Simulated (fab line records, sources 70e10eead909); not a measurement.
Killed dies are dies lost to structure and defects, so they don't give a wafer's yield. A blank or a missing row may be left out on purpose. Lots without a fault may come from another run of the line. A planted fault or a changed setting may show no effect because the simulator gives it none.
A struck lot beside a sound one | flow nand_harc | 14 steps out of a route of 1159
Sound: wafers L996.2, L996.3, L996.6. Struck: wafer L114.4. (L114.1, L114.3 of the same lot were not struck and are left out.) The cause comes at the end.
At each step with rows: each side's tool, then ch and its chambers, then its first start. Under that, the readings that differ: sound wafers | struck wafers | difference of the means | sigmas: that difference in standard deviations of wafers without a fault.
alike: readings whose means differ by less than 2 such deviations, and words and numbers that are the same on both sides. not compared: withheld readings, readings that some wafer has no value for, bounds like >300 that may hide the same value, and numbers for which the record gives no deviation and whose values overlap.
The two part at a step that has a row with sigmas, a row that says differs or no value, or rows on one side only. Numbers that don't overlap but have no deviation are shown without sigmas and don't part them. A reading that every wafer of one side lacks parts them only if that side has two wafers or more.

first, 2 steps without rows for these wafers: NHARC_A_ONON_D1_ANNEAL_15 (time 3600 s); NHARC_A_ONON_D1_DEP_16 (target thk 1000 nm).
NHARC_A_ONON_D1_THK_MEAS_18: measures by ellipsometry.
  sound on film_metro-02, day 8 19:51; struck on film_metro-01, day 13 03:43
  alike: thk_nm
then, 1 step without rows for these wafers: NHARC_A_ONON_D1_DEP_19 (target thk 1000 nm).
NHARC_A_ONON_D1_THK_MEAS_21: measures by ellipsometry.
  sound on film_metro-02, day 8 20:25; struck on film_metro-02, day 13 04:17
  reading     | sound          | struck | difference | sigmas
  thk_nm (nm) | 1011 1011 1012 | 989    | -22        | -3
then, 1 step without rows for these wafers: NHARC_A_ONON_D1_DEP_22 (target thk 1000 nm).
NHARC_A_ONON_D1_THK_MEAS_24: measures by ellipsometry.
  sound on film_metro-02, day 8 20:59; struck on film_metro-02, day 13 04:51
  reading     | sound          | struck | difference | sigmas
  thk_nm (nm) | 1024 1026 1025 | 989    | -36        | -3
then, 1 step without rows for these wafers: NHARC_A_ONON_D1_DEP_25 (target thk 1000 nm).
NHARC_A_ONON_D1_THK_MEAS_27: measures by ellipsometry.
  sound on film_metro-02, day 8 21:34; struck on film_metro-02, day 13 05:25
  alike: thk_nm
then, 1 step without rows for these wafers: NHARC_A_ONON_D1_DEP_28 (target thk 1000 nm).
NHARC_A_ONON_D1_THK_MEAS_30: measures by ellipsometry.
  sound on film_metro-02, day 8 22:07; struck on film_metro-02, day 13 05:59
  alike: thk_nm
NHARC_A_ONON_D1_DEP_33: deposits SiO2, target thk 200 nm.
  sound on pecvd-02 ch 0,1,2, day 8 22:11; struck on pecvd-02 ch 1, day 13 06:02
  reading            | sound             | struck | difference | sigmas
  rf_fwd_power_W (W) | 900.7 896.4 897.5 | 1259.5 | +361.3     | +99 or more
  alike: heater_power_w, throttle_valve_pct
NHARC_A_ONON_D1_THK_MEAS_34: measures by ellipsometry.
  sound on film_metro-01, day 8 22:37; struck on film_metro-01, day 13 06:37
  reading     | sound             | struck | difference | sigmas
  thk_nm (nm) | 199.1 199.8 202.8 | 223.7  | +23.1      | +9
  not compared: hold
then, 1 step without rows for these wafers: NHARC_END_SORT_01.

WHERE THEY PART
First at NHARC_A_ONON_D1_THK_MEAS_21; last, within this record, at NHARC_A_ONON_D1_THK_MEAS_34.

WHY: what the simulator had put in
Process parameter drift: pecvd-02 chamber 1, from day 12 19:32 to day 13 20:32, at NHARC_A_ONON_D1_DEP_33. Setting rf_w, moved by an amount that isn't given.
